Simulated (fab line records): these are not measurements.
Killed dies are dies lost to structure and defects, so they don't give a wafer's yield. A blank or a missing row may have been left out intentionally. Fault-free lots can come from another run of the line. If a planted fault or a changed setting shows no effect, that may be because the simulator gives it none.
fab line records    flow n5-finfet    part 1 of 2: steps 1 to 17 of 26
[record] lots = 5  wafers = 15  last-day = 18
route steps=1938 shown BEOL_M7@1273
lots with no fault: from the same line, run without faults
start-h: the number of hours between the record's first day and the start of the first shown wafer of the lot    wait-h: hours since the lot's step before    " unchanged from the row above    L1.1+2: a row that stands for several wafers    - no value, or no start was given    * or withheld: withheld    < > ~ a bound
route shown NAME@n: a module of which the file shows steps, and the number in the route of the first    usual: the fault-free wafers' mean and standard deviation    same: alike in all rows    chamber/n: place in a boat    sites: per-site readings    _std_site: their standard deviation    _edge_site: inner sites' mean taken away from outer sites' mean    radius-mm: how far each site lies from the wafer's centre    mask NAME#n: copy n    behind: the most recent tool/chamber to have shaped the wafer    hold: the reason the lot was held/the length of the hold in hours/how it ended    device: the n, p or np transistor that did not switch    end of line: the tests these same wafers got at the end of their route    a step with no rows: only its recipe    killed: count of dies lost to structure and defects at first sort (not the wafer's yield)    map: the dies of a wafer, with x for killed, . for not killed, _ for no die there
set.NAME: the run value of the setting; set.NAME@STEP: its run value at that earlier step    model.NAME: the simulator's own value behind a step, which no gauge read
lots seen at some steps along the route; tables by step, rows by wafer
services: when a tool's chamber went out of use (start-h, in hours from the record's first day, below 0 if earlier), for how many hours, and the reason
[[steps]]
[step N5_BEOL_M7_EXPOSE_08]
[recipe] mask-id = M7  na = 1.35  source-shape = dipole  sigma-inner = 0.817  sigma-outer = 0.97  polarization = te  dose-mj = 68.25
[same] na = 1.35
lot.wafer   tool             chamber  start-h  wait-h  mask
L075.1+2+5  arfi-scanner-03  0        217.78   -       M7#0
L076.1+3+5  arfi-scanner-01  0        217.98   -       M7#0
L079.2+4+6  arfi-scanner-03  0        235.98   -       M7#0
L095.1+3+5  arfi-scanner-03  0        332.78   -       M7#0
L096.1+4+6  arfi-scanner-03  0        344.64   -       M7#0
[step N5_BEOL_M7_PEB_09]
[recipe] peb-temp-c = withheld  peb-time-s = 60  resist = CAR-ArF
[usual] exhaust-pa = 44.9/0.94  resist-line-temp-C = 23.03/0.1
lot.wafer  tool            chamber  start-h  wait-h  exhaust-pa  resist-line-temp-C
L075.1     litho-track-04  0        217.85   0.1     43.7        22.90
L075.2     "               0        "        "       44.3        23.17
L075.5     "               0        "        "       44.6        22.94
L076.1     litho-track-01  0        218.05   0.1     46.4        23.04
L076.3     "               0        "        "       44.2        23.02
L076.5     "               0        "        "       45.2        23.08
L079.2     litho-track-04  0        236.03   0.0     44.4        23.06
L079.4     "               0        "        "       45.2        23.11
L079.6     "               0        "        "       44.7        23.03
L095.1     litho-track-01  0        332.85   0.1     45.5        22.98
L095.3     "               0        "        "       46.0        23.01
L095.5     "               0        "        "       45.9        23.00
L096.1     litho-track-01  0        344.70   0.1     45.1        23.08
L096.4     "               0        "        "       46.5        22.90
L096.6     "               0        "        "       46.0        22.94
[step N5_BEOL_M7_DEVELOP_10]
[recipe] develop-time-s = 30  developer = TMAH  resist = CAR-ArF  rinse-liquid = diw  dry = air-spin  dev-temp-c = 23
[usual] exhaust-pa = 44.9/0.84  resist-line-temp-C = 23.02/0.11
lot.wafer  tool            chamber  start-h  wait-h  exhaust-pa  resist-line-temp-C
L075.1     litho-track-04  0        -        -       44.9        23.14
L075.2     "               0        "        "       45.6        23.05
L075.5     "               0        "        "       44.9        23.15
L076.1     litho-track-01  0        -        -       43.7        23.02
L076.3     "               0        "        "       44.4        22.86
L076.5     "               0        "        "       44.9        22.96
L079.2     litho-track-04  0        -        -       45.5        23.16
L079.4     "               0        "        "       45.9        22.94
L079.6     "               0        "        "       45.3        23.01
L095.1     litho-track-01  0        -        -       45.3        22.94
L095.3     "               0        "        "       45.7        22.97
L095.5     "               0        "        "       45.3        22.94
L096.1     litho-track-01  0        -        -       43.8        23.08
L096.4     "               0        "        "       44.5        23.11
L096.6     "               0        "        "       43.5        23.01
[step N5_BEOL_M7_CD_MEAS_11]
[recipe] target-cd-nm = 38.5  landing-energy-ev = 500  detector = se-inlens  polarity = opening
[usual] cd-nm = 38.6/0.43
lot.wafer  tool       chamber  start-h  wait-h  cd-nm
L075.1     cd-sem-02  0        217.91   -       38.6
L075.2     "          0        "        "       38.6
L075.5     "          0        "        "       39.0
L076.1     cd-sem-02  0        218.11   -       39.0
L076.3     "          0        "        "       38.8
L076.5     "          0        "        "       38.4
L079.2     cd-sem-01  0        236.10   -       38.2
L079.4     "          0        "        "       38.8
L079.6     "          0        "        "       38.2
L095.1     cd-sem-02  0        332.91   -       39.1
L095.3     "          0        "        "       39.7
L095.5     "          0        "        "       39.0
L096.1     cd-sem-03  0        344.77   -       38.3
L096.4     "          0        "        "       38.5
L096.6     "          0        "        "       38.6
[step N5_BEOL_M7_OVL_MEAS_12]
[recipe] points-per-wafer = 44
[usual] M7_OVL = -0.4/0.81
lot.wafer  tool        chamber  start-h  wait-h  M7_OVL[nm]
L075.1     overlay-01  0        217.94   0.0     0.4
L075.2     "           0        "        "       0.6
L075.5     "           0        "        "       0.8
L076.1     overlay-02  0        218.14   0.0     -1.7
L076.3     "           0        "        "       -0.9
L076.5     "           0        "        "       -1.0
L079.2     overlay-02  0        236.13   0.0     -0.5
L079.4     "           0        "        "       -1.5
L079.6     "           0        "        "       -1.4
L095.1     overlay-01  0        332.94   0.0     0.0
L095.3     "           0        "        "       1.2
L095.5     "           0        "        "       0.2
L096.1     overlay-01  0        344.80   0.0     -0.1
L096.4     "           0        "        "       0.3
L096.6     "           0        "        "       0.2
[step N5_BEOL_M7_INSPECT_13]
[recipe] mode = adi  inspect-instrument = brightfield
[usual] raw-defect-count = 382/77
lot.wafer  tool               chamber  start-h  wait-h  raw-defect-count
L075.1     defect-inspect-01  -        217.97   0.0     448
L075.2     "                  -        "        "       438
L075.5     "                  -        "        "       382
L076.1     defect-inspect-01  -        218.17   0.0     460
L076.3     "                  -        "        "       390
L076.5     "                  -        "        "       470
L079.2     defect-inspect-01  -        236.15   0.0     316
L079.4     "                  -        "        "       353
L079.6     "                  -        "        "       364
L095.1     defect-inspect-01  -        332.97   0.0     471
L095.3     "                  -        "        "       440
L095.5     "                  -        "        "       399
L096.1     defect-inspect-02  -        344.82   0.0     373
L096.4     "                  -        "        "       266
L096.6     "                  -        "        "       489
[step N5_BEOL_M7_DESCUM_16]
[recipe] chemistry = O2  time-s = 7.9  source-power-w = 50  bias-power-w = 20  pressure-mtorr = 20  rf-frequency-hz = 2.712e+07  temp-c = 40  resist = CAR-ArF  o2-flow-sccm = 225
[usual] chamber-pressure-mTorr = 20.000/0.019  drypump-motor-current-A = 5.8/0.37  oes-product-au = 0.79/0.091  rf-vpp-V = 243.0/1.4  showerhead-plenum-p-Torr = 2.09/0.077  throttle-valve-pct = 20.45/0.24
lot.wafer  tool         chamber  start-h  wait-h  chamber-pressure-mTorr  drypump-motor-current-A  oes-product-au  rf-hours-counter-h  rf-vpp-V  showerhead-plenum-p-Torr  throttle-valve-pct
L075.1     rie-diel-04  3        218.00   0.0     19.979                  5.7                      0.84            70                  243.7     2.21                      20.28
L075.2     "            2        "        "       20.026                  6.0                      0.93            13                  245.5     2.15                      20.39
L075.5     "            2        "        "       20.051                  6.1                      0.94            -                   244.2     2.15                      20.39
L076.1     rie-diel-03  0        218.20   0.0     20.000                  5.6                      0.69            247                 244.4     2.16                      20.38
L076.3     "            2        "        "       20.018                  5.3                      0.92            24                  243.0     2.15                      20.42
L076.5     "            2        "        "       20.003                  5.3                      0.92            -                   243.7     2.15                      20.42
L079.2     rie-diel-04  2        236.43   0.3     20.037                  6.1                      0.92            19                  243.6     2.15                      20.41
L079.4     "            1        "        "       19.985                  5.6                      0.72            184                 243.5     2.18                      20.63
L079.6     "            2        "        "       19.996                  6.0                      0.93            -                   244.8     2.15                      20.38
L095.1     rie-diel-03  0        333.30   0.3     19.961                  5.5                      0.90            30                  244.4     2.14                      20.06
L095.3     "            2        "        "       19.999                  5.2                      0.86            61                  246.2     2.13                      20.49
L095.5     "            0        "        "       19.986                  5.6                      0.90            -                   244.3     2.14                      20.06
L096.1     rie-diel-03  1        344.87   0.0     20.005                  5.9                      0.68            249                 241.6     2.06                      20.51
L096.4     "            2        "        "       19.992                  5.2                      0.86            64                  243.4     2.13                      20.48
L096.6     "            1        "        "       19.999                  5.9                      0.68            -                   241.6     2.06                      20.51
[step N5_BEOL_M7_ETCH_61]
[recipe] chemistry = CF4  target = SiARC  target-depth-a = 455  mask-material = CAR-ArF  time-s = 75.8  ion-energy-ev = 80  pressure-mtorr = 40  source-w = 545  bias-w = 36  Ar_flow_sccm = 100  cf4-flow-sccm = 100  ends = cleared
[usual] chamber-pressure-mTorr = 40.01/0.036  drypump-motor-current-A = 5.8/0.37  etch-rf-on-time-s = 75.9/1.5  oes-product-au = 0.67/0.077  rf-vpp-V = 183.9/1.2  showerhead-plenum-p-Torr = 2.13/0.073  throttle-valve-pct = 15.62/0.27
lot.wafer  tool         chamber  start-h  wait-h  chamber-pressure-mTorr  drypump-motor-current-A  etch-rf-on-time-s  oes-product-au  rf-hours-counter-h  rf-vpp-V  showerhead-plenum-p-Torr  throttle-valve-pct
L075.1     rie-diel-04  3        218.04   0.0     40.03                   5.7                      75.5               0.72            70                  184.7     2.25                      15.43
L075.2     "            2        "        "       40.01                   6.1                      75.1               0.81            13                  184.4     2.18                      15.45
L075.5     "            2        "        "       40.02                   6.1                      74.5               0.81            -                   184.0     2.18                      15.43
L076.1     rie-diel-03  0        218.24   0.0     40.01                   5.6                      78.3               0.59            247                 184.2     2.20                      15.62
L076.3     "            2        "        "       39.98                   5.3                      77.4               0.78            24                  185.8     2.18                      15.46
L076.5     "            2        "        "       40.03                   5.2                      77.3               0.77            -                   185.2     2.18                      15.46
L079.2     rie-diel-04  2        236.46   0.0     39.96                   6.1                      75.9               0.79            19                  185.0     2.18                      15.46
L079.4     "            1        "        "       40.03                   5.6                      76.3               0.61            184                 184.5     2.22                      15.78
L079.6     "            2        "        "       39.96                   6.1                      75.3               0.79            -                   184.4     2.18                      15.44
L095.1     rie-diel-03  0        333.34   0.0     39.98                   5.5                      74.2               0.76            30                  184.3     2.19                      15.21
L095.3     "            2        "        "       39.96                   5.3                      75.4               0.73            61                  183.6     2.17                      15.53
L095.5     "            0        "        "       40.04                   5.5                      74.5               0.76            -                   185.2     2.19                      15.20
L096.1     rie-diel-03  1        344.90   0.0     39.98                   5.9                      79.0               0.58            249                 182.7     2.11                      15.76
L096.4     "            2        "        "       39.93                   5.2                      77.3               0.72            64                  184.1     2.17                      15.55
L096.6     "            1        "        "       39.97                   5.9                      77.7               0.58            -                   183.8     2.11                      15.74
[step N5_BEOL_M7_ETCH_62]
[recipe] chemistry = N2/H2  target = SOC  target-depth-a = 1100  overetch-a = 220  mask-material = SiARC  temp-c = 40  time-s = 165  ion-energy-ev = 200  pressure-mtorr = 30  source-w = 840  bias-w = 150  n2-flow-sccm = 200  h2-flow-sccm = 200
[usual] chamber-pressure-mTorr = 29.996/0.028  drypump-motor-current-A = 5.8/0.38  oes-product-au = 0.66/0.071  rf-vpp-V = 523.6/2.7  showerhead-plenum-p-Torr = 2.53/0.092  throttle-valve-pct = 17.85/0.29
lot.wafer  tool         chamber  start-h  wait-h  chamber-pressure-mTorr  drypump-motor-current-A  oes-product-au  rf-hours-counter-h  rf-vpp-V  showerhead-plenum-p-Torr  throttle-valve-pct
L075.1     rie-diel-04  3        218.09   0.0     30.024                  5.7                      0.70            70                  527.3     2.69                      17.67
L075.2     "            2        "        "       29.962                  6.1                      0.79            13                  524.6     2.60                      17.81
L075.5     "            2        "        "       29.978                  6.1                      0.80            -                   525.8     2.60                      17.79
L076.1     rie-diel-03  0        218.29   0.0     29.953                  5.5                      0.60            247                 525.0     2.61                      17.75
L076.3     "            2        "        "       30.043                  5.2                      0.78            24                  524.2     2.60                      17.77
L076.5     "            2        "        "       30.002                  5.2                      0.78            -                   526.1     2.60                      17.76
L079.2     rie-diel-04  2        236.52   0.0     29.992                  6.0                      0.78            19                  524.3     2.60                      17.80
L079.4     "            1        "        "       30.017                  5.7                      0.61            184                 527.8     2.64                      17.95
L079.6     "            2        "        "       29.994                  6.0                      0.78            -                   526.1     2.60                      17.81
L095.1     rie-diel-03  0        333.39   0.0     30.013                  5.5                      0.74            30                  525.9     2.60                      17.39
L095.3     "            2        "        "       29.984                  5.2                      0.73            61                  524.5     2.58                      17.83
L095.5     "            0        "        "       29.983                  5.5                      0.75            -                   525.6     2.60                      17.39
L096.1     rie-diel-03  1        344.96   0.0     29.993                  5.9                      0.59            249                 521.9     2.49                      17.95
L096.4     "            2        "        "       29.985                  5.2                      0.72            64                  525.7     2.58                      17.83
L096.6     "            1        "        "       30.020                  5.9                      0.59            -                   522.7     2.49                      17.96
[step N5_BEOL_M7_STRIP_68]
[recipe] chemistry = N2/H2  temp-c = 40  n2-flow-sccm = 200  h2-flow-sccm = 200  rf-frequency-hz = 6e+07
lot.wafer   tool         chamber  start-h  wait-h
L075.1+2+5  rie-diel-04  3,2,2    218.23   0.1
L076.1+3+5  rie-diel-03  0,2,2    218.43   0.1
L079.2+4+6  rie-diel-04  2,1,2    236.65   0.1
L095.1+3+5  rie-diel-03  0,2,0    333.53   0.1
L096.1+4+6  rie-diel-03  1,2,1    345.10   0.1
[step N5_BEOL_M7_STRIP_67]
[recipe] chemistry = CF4  resist = SiARC  power-w = 300  bias-power-w = 75  pressure-mtorr = 50  cf4-flow-sccm = 150  rf-frequency-hz = 6e+07
[usual] chamber-pressure-mTorr = 50.00/0.049  drypump-motor-current-A = 5.8/0.37  oes-product-au = 0.78/0.084  rf-vpp-V = 271.0/1.6  showerhead-plenum-p-Torr = 1.79/0.06  throttle-valve-pct = 13.59/0.27
lot.wafer  tool         chamber  start-h  wait-h  chamber-pressure-mTorr  drypump-motor-current-A  oes-product-au  rf-hours-counter-h  rf-vpp-V  showerhead-plenum-p-Torr  throttle-valve-pct
L075.1     rie-diel-04  3        218.24   0.0     50.07                   5.7                      0.83            70                  274.0     1.89                      13.41
L075.2     "            2        "        "       50.06                   6.0                      0.93            13                  272.6     1.83                      13.40
L075.5     "            2        "        "       49.93                   6.0                      0.93            -                   270.8     1.83                      13.39
L076.1     rie-diel-03  0        218.44   0.0     50.07                   5.5                      0.70            247                 273.3     1.84                      13.65
L076.3     "            2        "        "       49.93                   5.2                      0.92            24                  273.9     1.83                      13.41
L076.5     "            2        "        "       50.03                   5.2                      0.91            -                   273.4     1.83                      13.42
L079.2     rie-diel-04  2        236.66   0.0     49.98                   6.0                      0.92            20                  272.3     1.83                      13.40
L079.4     "            1        "        "       50.11                   5.6                      0.72            184                 270.9     1.85                      13.74
L079.6     "            2        "        "       50.03                   6.0                      0.92            -                   272.5     1.83                      13.40
L095.1     rie-diel-03  0        333.54   0.0     50.05                   5.5                      0.88            30                  272.7     1.83                      13.18
L095.3     "            2        "        "       49.98                   5.3                      0.85            61                  271.2     1.82                      13.48
L095.5     "            0        "        "       50.00                   5.5                      0.87            -                   271.4     1.83                      13.17
L096.1     rie-diel-03  1        345.11   0.0     49.98                   5.9                      0.69            249                 270.8     1.77                      13.75
L096.4     "            2        "        "       50.04                   5.2                      0.86            64                  270.8     1.82                      13.48
L096.6     "            1        "        "       49.98                   5.9                      0.70            -                   269.5     1.77                      13.76
[step N5_BEOL_M7_HM_OPEN_17]
[recipe] chemistry = Cl2/BCl3  target-depth-a = 200  overetch-a = 60  target = TiN  mask-material = SOC  ion-energy-ev = 150  pressure-mtorr = 10  icp-w = 1000  bias-w = 126  Cl2_flow_sccm = 53.25  bcl3-flow-sccm = 21.75  Ar_flow_sccm = 25
[usual] chamber-pressure-mTorr = 10.000/0.011  drypump-motor-current-A = 5.5/0.5  oes-product-au = 0.64/0.084  throttle-valve-pct = 22.12/0.21
lot.wafer  tool          chamber  start-h  wait-h  chamber-pressure-mTorr  drypump-motor-current-A  oes-product-au  rf-hours-counter-h  throttle-valve-pct
L075.1     rie-metal-03  0        218.28   0.0     10.003                  4.9                      0.73            18                  21.85
L075.2     "             1        "        "       10.004                  4.9                      0.58            85                  22.35
L075.5     "             1        "        "       10.006                  4.9                      0.58            -                   22.32
L076.1     rie-metal-02  0        218.48   0.0     10.017                  5.3                      0.55            107                 22.46
L076.3     "             1        "        "       10.001                  5.6                      0.75            -                   22.07
L076.5     "             0        "        "       10.002                  5.3                      0.55            -                   22.45
L079.2     rie-metal-01  1        236.71   0.0     10.006                  6.4                      0.56            96                  21.87
L079.4     "             1        "        "       9.994                   6.4                      0.57            -                   21.89
L079.6     "             0        "        "       10.017                  5.7                      0.66            -                   22.15
L095.1     rie-metal-03  0        333.58   0.0     10.004                  4.9                      0.71            29                  21.88
L095.3     "             0        "        "       10.003                  4.9                      0.71            -                   21.87
L095.5     "             0        "        "       10.010                  4.9                      0.71            -                   21.87
L096.1     rie-metal-03  1        345.15   0.0     10.001                  4.9                      0.55            97                  22.39
L096.4     "             1        "        "       9.989                   4.9                      0.55            -                   22.37
L096.6     "             0        "        "       10.005                  4.9                      0.69            -                   21.87
[step N5_BEOL_M7_STRIP_19]
[recipe] chemistry = O2  power-w = 400  temp-c = 40  pressure-mtorr = 30  rf-frequency-hz = 6e+07  bias-power-w = 0  overash-fraction = 0.2  o2-flow-sccm = 225
[usual] chamber-pressure-mTorr = 30.004/0.029  drypump-motor-current-A = 5.8/0.35  oes-product-au = 0.77/0.083  rf-vpp-V = 3.7/0.56  showerhead-plenum-p-Torr = 2.08/0.079  throttle-valve-pct = 16.72/0.26
lot.wafer  tool         chamber  start-h  wait-h  chamber-pressure-mTorr  drypump-motor-current-A  oes-product-au  rf-hours-counter-h  rf-vpp-V  showerhead-plenum-p-Torr  throttle-valve-pct
L075.1     rie-diel-04  1        218.40   0.1     29.973                  5.6                      0.73            178                 4.2       2.18                      16.85
L075.2     "            2        "        "       30.022                  6.0                      0.93            13                  3.0       2.16                      16.59
L075.5     "            0        "        "       30.040                  5.7                      0.87            -                   4.5       2.05                      16.24
L076.1     rie-diel-06  0        218.59   0.1     29.960                  5.5                      0.69            221                 3.3       2.16                      17.20
L076.3     "            3        "        "       29.990                  6.4                      0.69            213                 3.5       2.00                      16.55
L076.5     "            0        "        "       30.032                  5.5                      0.69            -                   3.3       2.16                      17.20
L079.2     rie-diel-06  2        237.02   0.3     30.014                  5.4                      0.73            172                 3.1       2.00                      16.90
L079.4     "            1        "        "       30.027                  6.0                      0.74            162                 3.2       2.00                      16.84
L079.6     "            2        "        "       30.049                  5.4                      0.73            -                   3.3       2.00                      16.91
L095.1     rie-diel-06  1        333.72   0.1     29.988                  5.9                      0.71            192                 3.1       1.99                      16.89
L095.3     "            2        "        "       29.995                  5.5                      0.71            202                 4.1       1.99                      16.96
L095.5     "            2        "        "       30.029                  5.4                      0.71            -                   4.4       1.99                      16.97
L096.1     rie-diel-06  0        345.26   0.1     30.041                  5.5                      0.96            3                   2.8       2.15                      16.77
L096.4     "            1        "        "       29.987                  5.9                      0.72            -                   4.1       1.99                      16.91
L096.6     "            2        "        "       30.039                  5.4                      0.71            -                   3.4       1.99                      16.96
[step N5_BEOL_M7_CD_MEAS_18]
[recipe] pitch-nm = 80  target-cd-nm = 40
[usual] cd-nm = 40.0/0.49
lot.wafer  tool       chamber  start-h  wait-h  cd-nm
L075.1     cd-sem-01  -        218.47   0.0     39.6
L075.2     "          -        "        "       40.6
L075.5     "          -        "        "       40.8
L076.1     cd-sem-01  -        218.66   0.0     39.7
L076.3     "          -        "        "       39.5
L076.5     "          -        "        "       39.3
L079.2     cd-sem-01  -        237.09   0.1     40.4
L079.4     "          -        "        "       40.2
L079.6     "          -        "        "       39.7
L095.1     cd-sem-02  -        333.79   0.0     40.4
L095.3     "          -        "        "       41.0
L095.5     "          -        "        "       40.3
L096.1     cd-sem-01  -        345.33   0.0     39.7
L096.4     "          -        "        "       40.1
L096.6     "          -        "        "       40.0
[step N5_BEOL_M7_COAT_63]
[recipe] resist = SOC  temp-c = 250  time-s = 60  spin-rpm = 1500  resist-thk-nm = 60
[usual] exhaust-pa = 44.9/1  plate-temp-C = 250.01/0.18  resist-line-temp-C = 22.99/0.1
lot.wafer  tool            chamber  start-h  wait-h  exhaust-pa  plate-temp-C  resist-line-temp-C
L075.1     litho-track-01  0        218.56   0.1     43.3        249.93        22.94
L075.2     "               0        "        "       43.8        249.98        22.92
L075.5     "               0        "        "       46.5        250.08        22.96
L076.1     litho-track-04  0        219.94   1.3     43.1        250.07        23.01
L076.3     "               0        "        "       45.0        250.04        23.03
L076.5     "               0        "        "       43.8        249.93        22.96
L079.2     litho-track-04  0        239.90   2.8     45.7        250.26        22.91
L079.4     "               0        "        "       46.9        249.92        22.98
L079.6     "               0        "        "       47.1        249.88        23.08
L095.1     litho-track-03  0        335.46   1.7     43.6        249.81        22.89
L095.3     "               0        "        "       44.8        249.81        23.15
L095.5     "               0        "        "       45.0        249.71        22.88
L096.1     litho-track-01  0        345.89   0.6     45.7        250.07        23.05
L096.4     "               0        "        "       45.3        250.27        23.01
L096.6     "               0        "        "       44.4        250.28        22.81
[step N5_BEOL_M7_COAT_64]
[recipe] resist = SiARC  temp-c = 220  time-s = 60  spin-rpm = 1500  resist-thk-nm = 12
[usual] exhaust-pa = 45.1/0.84  plate-temp-C = 219.95/0.17  resist-line-temp-C = 22.99/0.11
lot.wafer  tool            chamber  start-h  wait-h  exhaust-pa  plate-temp-C  resist-line-temp-C
L075.1     litho-track-01  0        -        -       46.1        220.01        22.77
L075.2     "               0        "        "       44.3        219.95        22.89
L075.5     "               0        "        "       44.9        219.71        22.87
L076.1     litho-track-04  0        -        -       45.2        220.17        23.07
L076.3     "               0        "        "       45.3        219.89        23.06
L076.5     "               0        "        "       45.6        220.07        23.11
L079.2     litho-track-04  0        -        -       44.4        219.80        22.93
L079.4     "               0        "        "       45.3        219.83        23.00
L079.6     "               0        "        "       44.5        219.85        23.15
L095.1     litho-track-03  0        -        -       45.0        219.99        23.22
L095.3     "               0        "        "       45.7        219.83        23.04
L095.5     "               0        "        "       44.6        219.87        23.13
L096.1     litho-track-01  0        -        -       44.6        219.98        22.97
L096.4     "               0        "        "       45.9        219.77        22.95
L096.6     "               0        "        "       44.7        220.13        22.83
[step N5_BEOL_M7_COAT_71]
[recipe] resist = underlayer  temp-c = 205  time-s = 60  spin-rpm = 1500  resist-thk-nm = 5
[usual] exhaust-pa = 45.1/1  plate-temp-C = 205.00/0.14  resist-line-temp-C = 23.03/0.13
lot.wafer  tool            chamber  start-h  wait-h  exhaust-pa  plate-temp-C  resist-line-temp-C
L075.1     litho-track-01  0        -        -       44.5        205.12        23.05
L075.2     "               0        "        "       44.6        205.04        23.20
L075.5     "               0        "        "       45.2        205.20        23.18
L076.1     litho-track-04  0        -        -       45.0        204.86        23.07
L076.3     "               0        "        "       43.7        204.97        23.16
L076.5     "               0        "        "       45.2        204.79        23.03
L079.2     litho-track-04  0        -        -       44.1        204.96        23.14
L079.4     "               0        "        "       44.9        204.91        23.18
L079.6     "               0        "        "       46.1        204.74        23.06
L095.1     litho-track-03  0        -        -       46.4        204.87        23.02
L095.3     "               0        "        "       46.7        204.95        23.06
L095.5     "               0        "        "       46.4        204.82        23.17
L096.1     litho-track-01  0        -        -       45.6        205.01        23.18
L096.4     "               0        "        "       44.6        205.18        22.96
L096.6     "               0        "        "       45.0        205.03        23.10
